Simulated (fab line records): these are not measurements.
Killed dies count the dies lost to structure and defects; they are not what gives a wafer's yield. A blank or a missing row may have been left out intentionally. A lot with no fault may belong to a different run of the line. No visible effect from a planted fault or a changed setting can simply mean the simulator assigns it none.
fab line records	flow n5-finfet
record lots=7	wafers=39
route steps=1938 shown ZERO_LAYER@4 FIN_SAQP@130 SD_EPI_N@288 SD_EPI_P@323 SD_ACTIVATION@330 BEOL_M4@1062 BEOL_M6@1212
start-h: hours from the record's opening day to when the first of the lot's shown wafers began	wait-h: how many hours have passed since the lot's step before this one	" as in the row above	L1.1+2: several wafers, shown together as one row	- value missing, or start not given	* or withheld: withheld	< > ~ a bound
route shown NAME@n: a module of which the file shows steps, and the number in the route of the first	usual: mean and standard deviation over wafers with no fault	same: alike in all rows	chamber/n: place in a boat	sites: per-site readings	_std_site: the standard deviation of these	_edge_site: outer sites' mean less inner sites'	radius-mm: how far each site lies from the wafer's centre	mask NAME#n: copy n	behind: the tool/chamber that last shaped the wafer	hold: reason for holding the lot/hours on hold/outcome of the hold	device: the n, p or np transistor that did not switch	end of line: tests run on the same wafers once the route is complete	where a step has no rows: the recipe by itself	killed: the dies lost at the first sort to structure and to defects; this is not the yield of the wafer	map: a wafer's dies, x killed, . not, _ none there
set.NAME: the setting as run; set.NAME@STEP: as run at that earlier step	model.NAME: the simulator's own value behind a step, which no gauge read
one table per step and one row per wafer, for lots whose settings were changed on purpose
## steps
# step N5_ZERO_LAYER_PECVD_02
# recipe material=SiO2	target-thk-a=100	temp-c=400	precursor=SiH4/N2O	pressure-torr=0.75	rf-w=275	time-s=6
lot.wafer	tool	chamber	start-h	wait-h	set.time-s	model.SiO2_of_ZERO_LAYER_PECVD_02.thk-nm
L074.1	pecvd-02	2	12.28	0.0	6	9.634
L074.2	"	2	"	"	7.266	11.88
L074.3	"	2	"	"	7.266	11.92
L074.4	"	2	"	"	6	9.712
L074.5	"	2	"	"	6	9.813
L074.6	"	2	"	"	7.266	11.9
L077.1	pecvd-02	1	30.28	0.0	6	9.892
L077.2	"	2	"	"	6	9.926
L077.3	"	0	"	"	6	10.05
L078.1	pecvd-01	1	36.28	0.0	6	9.957
L078.2	"	0	"	"	8.381	13.87
L078.3	"	1	"	"	8.381	14.06
L078.4	"	0	"	"	8.381	14.16
L078.5	"	1	"	"	6	10.22
L078.6	"	0	"	"	6	10.14
L084.1	pecvd-01	2	72.28	0.0	6	10.08
L084.2	"	0	"	"	9.454	15.65
L084.3	"	1	"	"	6	10.06
L084.4	"	0	"	"	9.454	15.94
L084.5	"	1	"	"	9.454	16.04
L084.6	"	2	"	"	6	10.25
L086.1	pecvd-04	0	84.28	0.0	2.678	4.464
L086.2	"	2	"	"	6	9.965
L086.3	"	1	"	"	2.678	4.354
L086.4	"	1	"	"	2.678	4.442
L086.5	"	0	"	"	6	9.949
L086.6	"	2	"	"	6	10.18
L094.1	pecvd-02	1	132.30	0.0	2.435	3.895
L094.2	"	2	"	"	6	9.725
L094.3	"	0	"	"	2.435	3.953
L094.4	"	0	"	"	6	9.811
L094.5	"	2	"	"	6	9.898
L094.6	"	1	"	"	2.435	3.777
L095.1	pecvd-01	1	138.28	0.0	7.245	12.18
L095.2	"	2	"	"	7.245	12
L095.3	"	2	"	"	7.245	12.43
L095.4	"	1	"	"	6	10.19
L095.5	"	1	"	"	6	10.09
L095.6	"	2	"	"	6	10.38
# step N5_FIN_SAQP_ETCH_65
# recipe chemistry=CF4	target=SiO2	target-depth-a=40	ion-energy-ev=350	time-s=4.4	pressure-mtorr=10	icp-w=800	bias-w=400	cf4-flow-sccm=80
lot.wafer	tool	chamber	start-h	wait-h	set.time-s	model.etch.depth-nm
L074.1	rie-si-01	1	26.74	0.1	2.252	2.06
L074.2	"	3	"	"	4.4	4.003
L074.3	"	0	"	"	2.252	2.038
L074.4	"	2	"	"	2.252	2.085
L074.5	"	1	"	"	4.4	4.047
L074.6	"	2	"	"	4.4	4.045
L077.1	rie-si-02	2	43.59	0.1	4.4	4.064
L077.2	"	1	"	"	4.4	3.986
L077.3	"	0	"	"	4.4	3.987
L078.1	rie-si-06	2	49.40	0.1	2.15	1.964
L078.2	"	1	"	"	4.4	3.944
L078.3+6	"	3,2	"	"	4.4	4.012
L078.4	"	0	"	"	2.15	1.928
L078.5	"	3	"	"	2.15	1.976
L084.1	rie-si-06	3	84.67	0.1	4.4	4.037
L084.2	"	0	"	"	5.402	4.918
L084.3	"	2	"	"	4.4	3.999
L084.4	"	1	"	"	4.4	3.976
L084.5	"	1	"	"	5.402	4.848
L084.6	"	2	"	"	5.402	4.905
L086.1	rie-si-02	2	97.49	0.1	4.4	4.009
L086.2	"	1	"	"	4.4	3.991
L086.3	"	0	"	"	4.4	3.979
L086.4	"	3	"	"	4.4	4.018
L086.5	"	0	"	"	4.4	3.965
L086.6	"	3	"	"	4.4	4.039
L094.1	rie-si-06	1	144.69	0.1	6.446	5.802
L094.2	"	0	"	"	4.4	3.989
L094.3	"	2	"	"	6.446	5.851
L094.4	"	3	"	"	6.446	5.946
L094.5	"	2	"	"	4.4	4.031
L094.6	"	1	"	"	4.4	3.977
L095.1	rie-si-01	2	152.05	0.1	6.893	6.414
L095.2	"	1	"	"	4.4	4.051
L095.3	"	0	"	"	6.893	6.251
L095.4	"	3	"	"	6.893	6.284
L095.5	"	3	"	"	4.4	4.014
L095.6	"	0	"	"	4.4	3.967
# step N5_SD_EPI_N_EPI_21
# recipe material=Si:P	dopant=P	temp-c=680	pressure-torr=255	time-s=690
lot.wafer	tool	chamber	start-h	wait-h	set.time-s	model.Si-P_of_SD_EPI_N_EPI_21.thk-nm
L074.1+4+6	epi-rpcvd-01	0	54.22	0.1	690	59
L074.2	"	0	"	"	690	58.8
L074.3	"	0	"	"	690	58.4
L074.5	"	0	"	"	690	58.2
L077.1	epi-rpcvd-04	0	70.42	0.2	690	58.8
L077.2	"	0	"	"	690	58.4
L077.3	"	0	"	"	690	59.4
L078.1	epi-rpcvd-03	0	74.31	0.2	690	59.8
L078.2+4	"	0	"	"	690	60
L078.3+5	"	0	"	"	1037	80
L078.6	"	0	76.18	1.9	1037	80.4
L084.1+3	epi-rpcvd-03	0	111.69	0.2	690	58.2
L084.2	"	0	"	"	690	58.4
L084.4	"	0	"	"	690	58.8
L084.5	"	0	"	"	690	58
L084.6	"	0	"	"	690	58.6
L086.1+2	epi-rpcvd-01	0	127.88	0.1	690	58.8
L086.3	"	0	"	"	690	58.4
L086.4	"	0	"	"	690	58.2
L086.5	"	0	"	"	690	59.6
L086.6	"	0	"	"	690	58.6
L094.1	epi-rpcvd-03	0	172.85	0.1	690	59.6
L094.2	"	0	"	"	690	60
L094.3+4	"	0	"	"	307.4	28.6
L094.5	"	0	"	"	690	59.2
L094.6	"	0	"	"	307.4	28.2
L095.1+4	epi-rpcvd-03	0	177.58	0.1	296.2	27.4
L095.2	"	0	"	"	690	58.8
L095.3+6	"	0	"	"	690	58.6
L095.5	"	0	"	"	296.2	27.2
# step N5_SD_EPI_N_EPI_MEAS_23
# recipe mode=xrd
# usual thk-nm=58.9/1.2
lot.wafer	tool	chamber	start-h	wait-h	set.time-s@SD_EPI_N_EPI_21	thk-nm
L074.1	film-metro-02	-	55.93	1.4	690	59.3
L074.2	"	-	"	"	690	58.5
L074.3	"	-	"	"	690	59.4
L074.4	"	-	"	"	690	59.7
L074.5	"	-	"	"	690	58.1
L074.6	"	-	"	"	690	59.3
L077.1	film-metro-02	-	72.69	1.9	690	60.0
L077.2	"	-	"	"	690	58.2
L077.3	"	-	"	"	690	58.7
L078.1	film-metro-02	-	76.58	1.9	690	60.9
L078.2	"	-	"	"	690	60.1
L078.3	"	-	"	"	1037	81.1
L078.4	"	-	"	"	690	59.9
L078.5	"	-	"	"	1037	80.4
L078.6	"	-	"	"	1037	81.7
L084.1	film-metro-01	-	113.98	1.9	690	59.1
L084.2	"	-	"	"	690	58.0
L084.3	"	-	"	"	690	58.5
L084.4	"	-	"	"	690	57.3
L084.5	"	-	"	"	690	58.4
L084.6	"	-	"	"	690	57.2
L086.1	film-metro-01	-	129.60	1.4	690	57.8
L086.2	"	-	"	"	690	59.0
L086.3	"	-	"	"	690	58.4
L086.4	"	-	"	"	690	57.7
L086.5	"	-	"	"	690	58.5
L086.6	"	-	"	"	690	58.3
L094.1	film-metro-01	-	174.57	1.4	690	60.0
L094.2	"	-	"	"	690	60.8
L094.3	"	-	"	"	307.4	29.5
L094.4	"	-	"	"	307.4	28.3
L094.5	"	-	"	"	690	59.7
L094.6	"	-	"	"	307.4	27.3
L095.1	film-metro-01	-	179.29	1.5	296.2	25.5
L095.2	"	-	"	"	690	58.3
L095.3	"	-	"	"	690	58.7
L095.4	"	-	"	"	296.2	28.0
L095.5	"	-	"	"	296.2	28.3
L095.6	"	-	"	"	690	58.8
# step N5_SD_EPI_N_PRECLEAN_24
# recipe chemistry=O3/DIW	time-s=60	temp-c=22	o3-ppm=10
# step N5_SD_EPI_N_SRD_25
# recipe time-s=30	temp-c=23	rinse-liquid=diw	dry=ipa-marangoni
# step N5_SD_EPI_P_HM_STRIP_48
# recipe chemistry=H3PO4	temp-c=160	material=SiNx	target=SiNx	target-depth-a=30	overetch-fraction=0.3
# step N5_SD_EPI_P_SRD_49
# recipe dry=ipa-marangoni	time-s=30	temp-c=23	rinse-liquid=diw
# step N5_SD_EPI_P_PRECLEAN_24
# recipe chemistry=O3/DIW	time-s=45	temp-c=22	o3-ppm=10
lot.wafer	tool	chamber	start-h	wait-h	set.time-s@SD_EPI_N_EPI_21	model.Si-P_of_SD_EPI_N_EPI_21.thk-nm
L074.1+4+6	wet-bench-04	5,4,0	60.62	0.0	690	58.2
L074.2	"	1	"	"	690	58
L074.3	"	3	"	"	690	57.6
L074.5	"	2	"	"	690	57.4
L077.1	wet-bench-04	5	77.28	0.0	690	58
L077.2	"	1	"	"	690	57.6
L077.3	"	0	"	"	690	58.6
L078.1	wet-bench-04	3	82.65	0.0	690	59
L078.2+4	"	6,4	"	"	690	59.2
L078.3	"	2	"	"	1037	79
L078.5	"	7	"	"	1037	78.8
L078.6	"	5	"	"	1037	79.2
L084.1+3	wet-bench-01	3,6	119.43	0.0	690	57.4
L084.2	"	5	"	"	690	57.6
L084.4	"	2	"	"	690	58
L084.5	"	1	"	"	690	57.2
L084.6	"	4	"	"	690	57.8
L086.1+2	wet-bench-04	0,6	135.03	0.0	690	58
L086.3	"	1	"	"	690	57.6
L086.4	"	7	"	"	690	57.4
L086.5	"	2	"	"	690	58.8
L086.6	"	5	"	"	690	57.8
L094.1	wet-bench-02	6	180.10	0.0	690	58.8
L094.2	"	1	"	"	690	59.2
L094.3+4	"	2,4	"	"	307.4	28.2
L094.5	"	3	"	"	690	58.4
L094.6	"	5	"	"	307.4	27.8
L095.1	wet-bench-04	3	184.18	0.0	296.2	27.2
L095.2	"	2	"	"	690	58
L095.3+6	"	4,6	"	"	690	57.8
L095.4	"	7	"	"	296.2	27
L095.5	"	5	"	"	296.2	26.8
# step N5_SD_EPI_P_PRECLEAN_32
# recipe chemistry=dHF	time-s=10	dilution=500:1	temp-c=25
# step N5_SD_EPI_P_PRECLEAN_33
# recipe chemistry=SC2	time-s=45	temp-c=35	mix=1:1:50
# step N5_SD_ACTIVATION_RTA_00
# recipe temp-c=975	time-s=0	ambient=N2	idle-temp-c=600	ramp-up-c-per-s=150	ramp-down-c-per-s=60	cool-to-c=600
# step N5_SD_ACTIVATION_LSA_01
# recipe temp-c=1080	time-s=0.0008	ambient=N2
# step N5_SD_ACTIVATION_RS_MEAS_03
# recipe thk-meas-gauge=four-point-probe
# usual RS_SD_N=21.92/0.3	RS_SD_P=55.7/0.96
lot.wafer	tool	chamber	start-h	wait-h	set.time-s@SD_EPI_N_EPI_21	RS_SD_N[ohm/sq]	RS_SD_P[ohm/sq]
L074.1	film-metro-02	-	61.13	0.2	690	21.48	55.0
L074.2	"	-	"	"	690	21.90	55.7
L074.3	"	-	"	"	690	22.04	54.9
L074.4	"	-	"	"	690	21.82	54.7
L074.5	"	-	"	"	690	21.99	54.9
L074.6	"	-	"	"	690	21.81	54.7
L077.1	film-metro-02	-	77.94	0.2	690	22.21	55.4
L077.2	"	-	"	"	690	22.28	55.6
L077.3	"	-	"	"	690	21.75	54.2
L078.1	film-metro-01	-	97.64	0.2	690	21.54	54.8
L078.2	"	-	"	"	690	21.53	55.4
L078.3	"	-	"	"	1037	16.00	54.7
L078.4	"	-	"	"	690	21.72	54.7
L078.5	"	-	"	"	1037	16.13	54.9
L078.6	"	-	"	"	1037	15.94	54.1
L084.1	film-metro-01	-	119.96	0.2	690	21.90	55.9
L084.2	"	-	"	"	690	21.98	56.3
L084.3	"	-	"	"	690	21.98	55.3
L084.4	"	-	"	"	690	21.73	55.4
L084.5	"	-	"	"	690	22.20	55.9
L084.6	"	-	"	"	690	21.68	55.9
L086.1	film-metro-01	-	138.52	0.2	690	21.83	54.7
L086.2	"	-	"	"	690	21.94	55.1
L086.3	"	-	"	"	690	21.83	54.4
L086.4	"	-	"	"	690	22.05	54.7
L086.5	"	-	"	"	690	21.53	55.2
L086.6	"	-	"	"	690	21.91	54.4
L094.1	film-metro-02	-	180.60	0.2	690	21.54	55.8
L094.2	"	-	"	"	690	21.38	55.0
L094.3	"	-	"	"	307.4	45.28	55.9
L094.4	"	-	"	"	307.4	44.78	55.5
L094.5	"	-	"	"	690	21.87	55.6
L094.6	"	-	"	"	307.4	45.59	55.9
L095.1	film-metro-01	-	184.70	0.2	296.2	47.00	54.3
L095.2	"	-	"	"	690	22.01	55.0
L095.3	"	-	"	"	690	21.84	54.6
L095.4	"	-	"	"	296.2	47.23	55.5
L095.5	"	-	"	"	296.2	47.44	54.5
L095.6	"	-	"	"	690	22.13	55.7
# step N5_BEOL_M4_ALD_98
# recipe material=SiO2	target-thk-a=25	temp-c=100	ald-precursor-family=BDEAS	ald-co-reactant=O2-plasma	pulse-time-s=1	co-reactant-pulse-time-s=1	purge-time-s=2	co-reactant-purge-time-s=2	ald-cycles=17	pressure-torr=2
lot.wafer	tool	chamber	start-h	wait-h	set.ald-cycles	model.SiO2_of_BEOL_M4_ALD_98.thk-nm
L074.1+5+6	ald-sin-02	1,3,0	150.27	0.1	14	2
L074.2+3	"	0,2	"	"	17	2.6
L074.4	"	3	"	"	17	2.4
L077.1+2+3	ald-sin-02	0,1,2	174.17	0.1	17	2.4
L078.1+5+6	ald-sin-01	0,3,0	193.61	0.1	21	3
L078.2	"	1	"	"	17	2.4
L078.3+4	"	3,2	"	"	17	2.6
L084.1+3+5	ald-sin-04	2,0,3	230.54	0.1	8	1.2
L084.2+4+6	"	3,1,0	"	"	17	2.6
L086.1+3+4	ald-sin-01	2,0,3	245.01	1.3	17	2.4
L086.2+5+6	"	1,2,1	"	"	17	2.6
L094.1+3+4	ald-sin-04	3,2,1	283.09	0.1	10	1.4
L094.2+5	"	0,2	"	"	17	2.4
L094.6	"	1	"	"	17	2.6
L095.1+2+3	ald-sin-04	3,2,1	291.55	0.2	22	3.2
L095.4+5	"	0,3	"	"	17	2.4
L095.6	"	2	"	"	17	2.6
# step N5_BEOL_M6_ETCH_62
# recipe chemistry=N2/H2	target=SOC	target-depth-a=1100	overetch-a=220	mask-material=SiARC	temp-c=40	time-s=165	ion-energy-ev=200	pressure-mtorr=30	source-w=840	bias-w=150	n2-flow-sccm=200	h2-flow-sccm=200
lot.wafer	tool	chamber	start-h	wait-h	set.time-s	model.etch.depth-nm	model.SiARC_of_BEOL_M6_COAT_60.thk-nm
L074.1	rie-diel-02	0	176.52	0.0	165	100.1	28.2
L074.2+6	"	1,3	"	"	165	100.2	28.4
L074.3	"	2	"	"	215.7	100.1	26
L074.4	"	3	"	"	215.7	100.4	26.4
L074.5	"	2	"	"	215.7	100.2	26.2
L077.1	rie-diel-01	2	205.07	0.0	165	99.91	28.2
L077.2	"	3	"	"	165	99.71	28.2
L077.3	"	1	"	"	165	100.1	28.2
L078.1	rie-diel-01	3	216.07	0.0	81.9	65.7	31.8
L078.2	"	1	"	"	165	100.4	28.4
L078.3	"	0	"	"	81.9	66.52	31.6
L078.4	"	2	"	"	81.9	66.55	31.8
L078.5+6	"	2,1	"	"	165	100.2	28.4
L084.1	rie-diel-01	3	261.82	0.0	165	100.1	28.2
L084.2	"	2	"	"	165	100.2	28.4
L084.3	"	1	"	"	98.47	78.93	31
L084.4	"	1	"	"	98.47	79.26	31
L084.5	"	2	"	"	165	99.89	28.2
L084.6	"	3	"	"	98.47	78.15	31
L086.1	rie-diel-04	3	277.19	0.0	196	99.73	26.8
L086.2	"	1	"	"	196	99.82	27.2
L086.3	"	2	"	"	165	100.2	28.4
L086.4	"	3	"	"	196	99.94	26.8
L086.5	"	2	"	"	165	100.1	28.4
L086.6	"	1	"	"	165	100.2	28.2
L094.1	rie-diel-02	1	319.23	0.0	165	99.58	28.2
L094.2	"	0	"	"	165	99.49	27.8
L094.3	"	3	"	"	165	99.69	28.2
L094.4	"	2	"	"	165	99.7	28
L094.5	"	1	"	"	165	99.95	28.4
L094.6	"	2	"	"	165	99.77	28.2
L095.1	rie-diel-01	1	322.91	0.0	165	99.91	28.2
L095.2	"	0	"	"	165	99.85	28
L095.3	"	3	"	"	165	99.69	28.2
L095.4	"	2	"	"	165	99.9	28.2
L095.5	"	1	"	"	165	100.2	28.2
L095.6	"	0	"	"	165	99.7	28
## key
split step=N5_ZERO_LAYER_PECVD_02	setting=time-s	stated=6	by=wafer
response step=N5_ZERO_LAYER_PECVD_02	reading=model.SiO2_of_ZERO_LAYER_PECVD_02.thk-nm	change=+0.1	per=1%	r=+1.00
split step=N5_FIN_SAQP_ETCH_65	setting=time-s	stated=4.4	by=wafer
response step=N5_FIN_SAQP_ETCH_65	reading=model.etch.depth-nm	change=+0.0402	per=1%	r=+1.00
split step=N5_SD_EPI_N_EPI_21	setting=time-s	stated=690	by=wafer
response step=N5_SD_EPI_N_EPI_21	reading=model.Si-P_of_SD_EPI_N_EPI_21.thk-nm	change=+0.511	per=1%	r=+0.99
response step=N5_SD_EPI_N_EPI_MEAS_23	reading=thk-nm	change=*	per=1%	r=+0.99
response step=N5_SD_EPI_P_PRECLEAN_24	reading=model.Si-P_of_SD_EPI_N_EPI_21.thk-nm	change=+0.504	per=1%	r=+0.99
response step=N5_SD_ACTIVATION_RS_MEAS_03	reading=RS_SD_N	shape=bent	at-lowest=47.23	at-stated=21.85	at-highest=16.02
split step=N5_BEOL_M4_ALD_98	setting=ald-cycles	stated=17	by=wafer
response step=N5_BEOL_M4_ALD_98	reading=model.SiO2_of_BEOL_M4_ALD_98.thk-nm	change=+0.0257	per=1%	r=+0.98
split step=N5_BEOL_M6_ETCH_62	setting=time-s	stated=165	by=wafer
response step=N5_BEOL_M6_ETCH_62	reading=model.etch.depth-nm	shape=bent	at-lowest=66.26	at-stated=99.97	at-highest=100.3
response step=N5_BEOL_M6_ETCH_62	reading=model.SiARC_of_BEOL_M6_COAT_60.thk-nm	change=-0.0678	per=1%	r=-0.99
